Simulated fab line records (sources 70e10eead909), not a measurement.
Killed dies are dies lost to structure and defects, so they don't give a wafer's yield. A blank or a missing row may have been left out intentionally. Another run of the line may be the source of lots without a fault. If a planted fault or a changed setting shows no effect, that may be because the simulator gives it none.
What tool caused it? + flow nand harc + Sampling: 13 lots, 36 wafers, 6 of 1302 route steps

== WHAT THE GAUGES READ, wafer by wafer ==
NHARC_A_ONON_D2_THK_MEAS_14: measures by ellipsometry.
| lot  | measured     | on            | thk nm (nm)    |
|------|--------------|---------------|----------------|
| L738 | day 13 06:31 | film metro-02 | 991 993 992    |
| L741 | day 14 06:27 | film metro-01 | 994 991 993    |
| L742 | day 14 12:02 | film metro-01 | 1006 1007 1007 |
| L743 | day 15 01:42 | film metro-01 | 1004 1003 1004 |
| L744 | day 15 08:34 | film metro-02 | 983 982 983    |
| L746 | day 15 23:57 | film metro-01 | 999 998 998    |
| L752 | day 18 10:44 | film metro-01 | 668 669        |
| L751 | day 18 23:37 | film metro-01 | 667 994        |
| L754 | day 19 14:20 | film metro-01 | 639 969        |
| L757 | day 20 17:09 | film metro-02 | 996 995 996    |
| L758 | day 20 22:43 | film metro-01 | 1009 1009 1009 |
| L760 | day 22 01:15 | film metro-01 | 996 995 994    |
| L759 | day 23 06:05 | film metro-01 | 989 990 989    |

NHARC_A_CHANNEL_HOLE_D2_OVL_MEAS_11.
| lot  | measured     | on         | overlay x nm (nm) | overlay y nm (nm) |
|------|--------------|------------|-------------------|-------------------|
| L738 | day 13 19:35 | overlay-01 | 0.0 0.0 -0.1      | 0.1 0.3 0.0       |
| L741 | day 14 21:23 | overlay-01 | 0.8 0.0 0.6       | 0.6 0.4 0.0       |
| L742 | day 15 01:57 | overlay-01 | -1.0 -0.8 -0.4    | 1.3 1.7 1.5       |
| L743 | day 15 15:05 | overlay-02 | -1.3 -1.4 -1.9    | 0.0 -0.3 -0.2     |
| L744 | day 15 23:19 | overlay-02 | 0.9 0.9 0.2       | 0.5 0.3 0.3       |
| L746 | day 16 13:15 | overlay-01 | -0.5 0.4 0.1      | -0.2 -0.6 0.1     |
| L751 | day 19 18:29 | overlay-02 | 0.6               | -0.7              |
| L754 | day 20 08:05 | overlay-02 | 0.8               | -1.3              |
| L757 | day 21 07:13 | overlay-02 | -1.1 -1.3 -1.3    | -0.1 0.6 0.3      |
| L758 | day 21 13:43 | overlay-01 | 0.2 -0.2 0.2      | -0.5 0.0 -0.5     |
| L760 | day 22 16:37 | overlay-01 | 0.6 0.8 1.1       | -1.5 -1.2 -1.7    |
| L759 | day 23 20:07 | overlay-01 | 0.4 0.5 0.7       | -1.2 -0.8 -1.9    |

NHARC_END_SORT_01.
| lot  | measured     | on        | killed at array | killed at other | killed at periphery | killed dies | killed open | killed short |
|------|--------------|-----------|-----------------|-----------------|---------------------|-------------|-------------|--------------|
| L752 | day 30 11:59 | prober-01 | 673 674         | 1 1             | 3 2                 | 677 677     | 8 2         | 1 3          |
| L751 | day 31 03:28 | prober-01 | 671 38          | 4 2             | 2 3                 | 677 43      | 6 3         | 2 3          |
| L754 | day 31 13:25 | prober-01 | 677 62          | 0 1             | 0 5                 | 677 68      | 2 6         | 1 3          |

== WHICH TOOL RAN EACH LOT (tool, then ch and the chambers of the sampled wafers, then the start) ==
| lot  | NHARC_A_CHANNEL_HOLE_D1_ETCH_16               | NHARC_A_CHANNEL_HOLE_D1_ETCH_25  | NHARC_A_ONON_D2_DEP_12           |
|------|-----------------------------------------------|----------------------------------|----------------------------------|
| L738 | rie diel-12 ch 0,3, day 9 10:37 or earlier    | har etch-01 ch 0,1, day 9 10:37  | pecvd onon-02 ch 0, day 13 06:04 |
| L741 | rie diel-04 ch 0,1,3, day 10 08:01 or earlier | har etch-02 ch 0,1, day 10 08:01 | pecvd onon-01 ch 0, day 14 05:56 |
| L742 | rie diel-02 ch 0,2,3, day 10 21:29 or earlier | har etch-02 ch 0,1, day 10 21:29 | pecvd onon-01 ch 0, day 14 11:31 |
| L743 | rie diel-12 ch 0,1,2, day 11 07:35 or earlier | har etch-01 ch 0,1, day 11 07:35 | pecvd onon-04 ch 0, day 15 01:11 |
| L744 | rie diel-02 ch 0,2, day 11 16:48 or earlier   | har etch-01 ch 0,1, day 11 16:48 | pecvd onon-01 ch 0, day 15 08:03 |
| L746 | rie diel-12 ch 0,1, day 12 05:44 or earlier   | har etch-01 ch 0,1, day 12 05:44 | pecvd onon-04 ch 0, day 15 23:29 |
| L752 | rie diel-02 ch 2,3, day 14 15:56 or earlier   | har etch-01 ch 0,1, day 14 15:56 | pecvd onon-02 ch 0, day 18 10:14 |
| L751 | rie diel-02 ch 0,1, day 15 00:04 or earlier   | har etch-01 ch 0,1, day 15 00:04 | pecvd onon-02 ch 0, day 18 23:07 |
| L754 | rie diel-02 ch 0,1, day 16 01:41 or earlier   | har etch-02 ch 0, day 16 01:41   | pecvd onon-02 ch 0, day 19 13:50 |
| L757 | rie diel-12 ch 2,3, day 16 22:22 or earlier   | har etch-01 ch 0,1, day 16 22:22 | pecvd onon-01 ch 0, day 20 16:45 |
| L758 | rie diel-04 ch 0,3, day 17 05:25 or earlier   | har etch-01 ch 0, day 17 05:25   | pecvd onon-01 ch 0, day 20 22:12 |
| L760 | rie diel-02 ch 0,2,3, day 18 00:26 or earlier | har etch-01 ch 0,1, day 18 00:26 | pecvd onon-01 ch 0, day 22 00:52 |
| L759 | rie diel-04 ch 0,1, day 19 13:38 or earlier   | har etch-02 ch 0, day 19 13:38   | pecvd onon-02 ch 0, day 23 05:38 |
- NHARC_A_CHANNEL_HOLE_D1_ETCH_16: etches the open film in O2/COS, target depth 3100 nm, time 806 s.
- NHARC_A_CHANNEL_HOLE_D1_ETCH_25: etches the open film in C4F8/O2/Ar, time 1040.2 s, target depth 1500 nm.
- NHARC_A_ONON_D2_DEP_12: target thk 1000 nm.

== AS READ BY THE TOOLS THEMSELVES (means over the sampled wafers that have a number; for cases with no such wafer, the mark the record gives instead) ==
NHARC_A_CHANNEL_HOLE_D1_ETCH_16.
| lot  | tool        | drypump motor current A (A) | oes product au (a.u.) | rf vpp V (V) | showerhead plenum p Torr (Torr) | throttle valve pct (%) |
|------|-------------|-----------------------------|-----------------------|--------------|---------------------------------|------------------------|
| L738 | rie diel-12 | 5.4                         | 0.994                 | 313.3        | 3.08                            | 28.339                 |
| L741 | rie diel-04 | 6.0                         | 0.998                 | 314.1        | 3.10                            | 28.339                 |
| L742 | rie diel-02 | 5.8                         | 0.998                 | 315.3        | 3.17                            | 28.326                 |
| L743 | rie diel-12 | 5.3                         | 0.990                 | 315.0        | 3.18                            | 28.332                 |
| L744 | rie diel-02 | 5.7                         | 0.999                 | 315.0        | 3.14                            | 28.335                 |
| L746 | rie diel-12 | 5.3                         | 0.995                 | 315.1        | 3.16                            | 28.323                 |
| L752 | rie diel-02 | 5.8                         | 1.009                 | 315.9        | 3.17                            | 28.322                 |
| L751 | rie diel-02 | 5.6                         | 0.995                 | 312.4        | 3.06                            | 28.323                 |
| L754 | rie diel-02 | 5.6                         | 1.009                 | 314.2        | 3.06                            | 28.325                 |
| L757 | rie diel-12 | 5.9                         | 0.992                 | 313.1        | 3.10                            | 28.325                 |
| L758 | rie diel-04 | 5.8                         | 1.005                 | 314.9        | 3.21                            | 28.324                 |
| L760 | rie diel-02 | 5.8                         | 0.999                 | 314.7        | 3.16                            | 28.335                 |
| L759 | rie diel-04 | 5.7                         | 0.997                 | 312.4        | 2.97                            | 28.331                 |

NHARC_A_CHANNEL_HOLE_D1_ETCH_25.
| lot  | tool        | drypump motor current A (A) | oes air line au (a.u.) | showerhead plenum p Torr (Torr) | throttle valve pct (%) |
|------|-------------|-----------------------------|------------------------|---------------------------------|------------------------|
| L738 | har etch-01 | 5.58                        | 1.017                  | 3.66                            | 32.227                 |
| L741 | har etch-02 | 5.72                        | 0.993                  | 3.73                            | 32.235                 |
| L742 | har etch-02 | 5.66                        | 1.011                  | 3.71                            | 32.238                 |
| L743 | har etch-01 | 5.47                        | 1.014                  | 3.59                            | 32.227                 |
| L744 | har etch-01 | 5.45                        | 1.002                  | 3.58                            | 32.233                 |
| L746 | har etch-01 | 5.57                        | 0.980                  | 3.64                            | 32.229                 |
| L752 | har etch-01 | 5.53                        | 0.989                  | 3.59                            | 32.237                 |
| L751 | har etch-01 | 5.50                        | 1.014                  | 3.59                            | 32.232                 |
| L754 | har etch-02 | 5.59                        | 0.967                  | 3.65                            | 32.225                 |
| L757 | har etch-01 | 5.47                        | 0.993                  | 3.54                            | 32.233                 |
| L758 | har etch-01 | 5.38                        | 0.991                  | 3.47                            | 32.235                 |
| L760 | har etch-01 | 5.56                        | 1.016                  | 3.60                            | 32.241                 |
| L759 | har etch-02 | 5.58                        | 1.012                  | 3.63                            | 32.230                 |

== THE ANSWER, worked out from the rows above alone ==
Rule: the usual values come from the lots themselves. The widest of any qualifying gaps counts: lots, ordered by their means at a reading, are off when they make up no more than a third of the lots, leave a main group of 4 or more, and stand apart from it by 3 or more times the standard deviation of that group's means. A main group whose means are all the same, to the digits that the tables above print for the reading, isn't used. Also off: a lot with no number at a reading for which 4 or more lots have one. Where the step has rows for the other lots, those lots are counted as sound. Order of review: gauges by route order, followed by the tools' own readings, for which a lot's mean as printed above is used. At the first step where some lot is off, the reading lying furthest off is the one used; lots without a number count as furthest.
Off, at NHARC_A_ONON_D2_THK_MEAS_14 on thk nm: L752, L751, L754. Main group: mean 996 nm, sd 7.7.
A tool fits if, at a process step before that reading, it ran every lot that is off, and no sound lot after the first of them. The gauges at NHARC_A_ONON_D2_THK_MEAS_14 are tried like those tools. With no start given for some of its lots, NHARC_A_CHANNEL_HOLE_D1_ETCH_16 uses the hours and lot order of NHARC_A_CHANNEL_HOLE_D1_ETCH_25. No candidate that was tried fits.

== WHAT THE SIMULATOR PUT IN ==
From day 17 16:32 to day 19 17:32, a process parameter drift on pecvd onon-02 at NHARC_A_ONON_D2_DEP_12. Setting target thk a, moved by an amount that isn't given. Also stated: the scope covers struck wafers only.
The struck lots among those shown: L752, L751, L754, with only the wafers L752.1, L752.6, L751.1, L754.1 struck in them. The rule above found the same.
